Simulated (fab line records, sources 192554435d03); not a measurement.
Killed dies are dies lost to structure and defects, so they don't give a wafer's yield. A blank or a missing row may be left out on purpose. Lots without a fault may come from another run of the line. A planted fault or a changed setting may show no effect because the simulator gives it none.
A struck lot beside a sound one | flow n5_finfet | 17 steps out of a route of 1938
Sound: wafers L587.2, L587.3, L587.6. Struck: wafers L570.1, L570.2, L570.6. The cause comes at the end.
At each step with rows: each side's tool, then ch and its chambers, then its first start. Under that, the readings that differ: sound wafers | struck wafers | difference of the means | sigmas: that difference in standard deviations of wafers without a fault.
alike: readings whose means differ by less than 2 such deviations, and words and numbers that are the same on both sides. not compared: withheld readings, readings that some wafer has no value for, bounds like >300 that may hide the same value, and numbers for which the record gives no deviation and whose values overlap.
The two part at a step that has a row with sigmas, a row that says differs or no value, or rows on one side only. Numbers that don't overlap but have no deviation are shown without sigmas and don't part them. A reading that every wafer of one side lacks parts them only if that side has two wafers or more.

first, 12 steps without rows for these wafers: N5_MOL_CONTACT_COAG_ETCH_65 (etches underlayer in N2/H2, target depth 13 nm, time 10.4 s); N5_MOL_CONTACT_COAG_ETCH_66 (etches SiARC in CF4, target depth 13 nm, time 21.7 s); N5_MOL_CONTACT_COAG_ALD_133 (deposits SiO2, target thk 5 nm, pulse time 1 s, co reactant pulse time 1 s); N5_MOL_CONTACT_COAG_ETCHBACK_134 (etches SiO2 in CHF3, target depth 10 nm, time 6.7 s); N5_MOL_CONTACT_COAG_ETCH_67 (etches SOC in N2/H2, target depth 60 nm, overetch 21 nm, time 101.2 s); N5_MOL_CONTACT_COAG_STRIP_68 (strips in N2/H2); N5_MOL_CONTACT_COAG_STRIP_69 (strips in N2/H2); N5_MOL_CONTACT_COAG_ETCHBACK_136 (etches SiO2 in CHF3, target depth 25 nm, time 16.7 s); N5_MOL_CONTACT_COAG_STRIP_120 (strips in CHF3); N5_MOL_CONTACT_COAG_VIA_ETCH_117 (etches SiO2 in C4F6/O2, target depth 40 nm, overetch 8 nm, time 26 s); N5_MOL_CONTACT_COAG_ETCH_124 (etches SiNx in CH3F/O2, stops on SiOC, target depth 6.5 nm); N5_MOL_CONTACT_COAG_ETCH_48 (etches SiOC in C4F6/O2, target depth 15 nm, overetch 4.5 nm, time 17 s).
N5_MOL_CONTACT_COAG_STRIP_72: strips in N2/H2.
  sound on rie_diel-06 ch 1,3, day 11 07:58; struck on rie_diel-01 ch 0,3, day 6 18:43
  no value came back on the struck wafers for any of 8 readings (bias_power_w (W), chamber_pressure_mTorr (mTorr) and others); on the sound wafers bias_power_w (W) reads 6.984 6.942 6.965
  reading                                            | sound | struck         | difference | sigmas
  model.SOC_of_MOL_CONTACT_COAG_COAT_62.thk_nm (nm)  | 0 0 0 | 45.6 46.2 45.4 | +45.7      |
  model.SiO2_of_MOL_CONTACT_COAG_ALD_133.thk_nm (nm) | 0 0 0 | 5 5 5          | +5         |
  not compared: rf_hours_counter_h
N5_MOL_CONTACT_COAG_STRIP_49: strips in N2/H2, time 30 s.
  sound on plasma_asher-02 ch 0,1, day 11 08:03; struck on plasma_asher-02 ch 0,1, day 6 18:48
  reading                                           | sound | struck       | difference | sigmas
  model.SOC_of_MOL_CONTACT_COAG_COAT_62.thk_nm (nm) | 0 0 0 | 33.4 34 33.4 | +33.6      |
  alike: drypump_motor_current_A, h2_flow_sccm, heater_power_w, temp_c
  not compared: rf_hours_counter_h
then, 1 step without rows for these wafers: N5_MOL_CONTACT_COAG_PRECLEAN_138 (cleans in alkaline clean, time 60 s).
N5_BEOL_M4_RC_MEAS_101:
  the record has rows for the sound wafers here (prober-01 ch 0, day 14 20:13) and none for the struck ones
-- the record jumps here: 8 days lie between the struck wafers' starts before and after (it left off in module BEOL_M4 and takes up again in module PASSIVATION, whose first step shown is number 1936 of the route) --
N5_PASSIVATION_PROBE_49:
  the record has rows for the struck wafers here (prober-02, day 14 08:26) and none for the sound ones

WHERE THEY PART
First at N5_MOL_CONTACT_COAG_STRIP_72; last, within this record, at N5_PASSIVATION_PROBE_49.

WHY: what the simulator had put in
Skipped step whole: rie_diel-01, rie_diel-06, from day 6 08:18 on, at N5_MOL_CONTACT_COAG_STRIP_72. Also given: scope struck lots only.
